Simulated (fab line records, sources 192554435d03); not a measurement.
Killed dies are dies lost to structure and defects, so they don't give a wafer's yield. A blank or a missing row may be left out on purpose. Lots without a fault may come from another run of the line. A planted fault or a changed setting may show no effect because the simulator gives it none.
Chamber matching | flow n5_finfet | N5_BEOL_M9_CURE_71 on uv_cure-02: 3 sister chambers
The step cures SiCOH lowk, time 240 s. 14 wafers are shown with their chamber, then 6 later ones without.

WAFERS WITH THEIR CHAMBER
wafer  | chamber | wafer_temp_C_max | lamp_power_pct (%)
L075.3 | 0       | 386.6            | 52.25
L075.4 | 0       | 386.7            | 52.31
L075.5 | 0       | 386.9            | 52.34
L079.4 | 1       | 387.9            | 52.27
L079.6 | 1       | 387.5            | 52.31
L081.1 | 0       | 386.5            | 52.34
L081.4 | 0       | 386.5            | 52.29
L081.6 | 0       | 386.4            | 52.33
L083.1 | 2       | 386.8            | 52.35
L083.2 | 2       | 387.8            | 52.39
L083.4 | 2       | 387.2            | 52.28
L090.1 | 1       | 387.8            | 52.25
L090.3 | 1       | 387.6            | 52.32
L090.6 | 1       | 387.7            | 52.40

SIGNATURES (means of the wafers above)
reading          | chamber 0 | chamber 1 | chamber 2 | scatter within a chamber
wafer_temp_C_max | 386.600   | 387.700   | 387.267   | 0.264
lamp_power_pct   | 52.3100   | 52.3100   | 52.3400   | 0.0484
Rule: a wafer's distance from a chamber is the root of the sum, over the readings, of the square of ((its reading less the chamber's mean) divided by the reading's scatter). The wafer belongs to the nearest chamber; if the next one is less than 2 further off, it can't be placed. The scatter: the root of (the sum of the squares of (reading less its chamber's mean) over the shown wafers, divided by (wafers less chambers)).

WAFERS WITHOUT THEIR CHAMBER
wafer  | wafer_temp_C_max | lamp_power_pct (%)
L094.2 | 387.5            | 52.34
L094.3 | 386.4            | 52.28
L094.4 | 386.6            | 52.29
L096.2 | 387.7            | 52.29
L096.3 | 387.1            | 52.34
L096.6 | 387.6            | 52.29

WHICH CHAMBER EACH WENT THROUGH
wafer  | from the rows above          | in truth
L094.2 | can't be placed: 2 or 1      | 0
L094.3 | 0                            | 0
L094.4 | 0                            | 0
L096.2 | can't be placed: 1 or 2      | 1
L096.3 | can't be placed: 2 or 0 or 1 | 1
L096.6 | can't be placed: 1 or 2      | 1
Placed correctly: 2 of 6. Can't be placed from these rows: 4 (the true chamber is among the candidates in 3). Placed wrongly: 0.
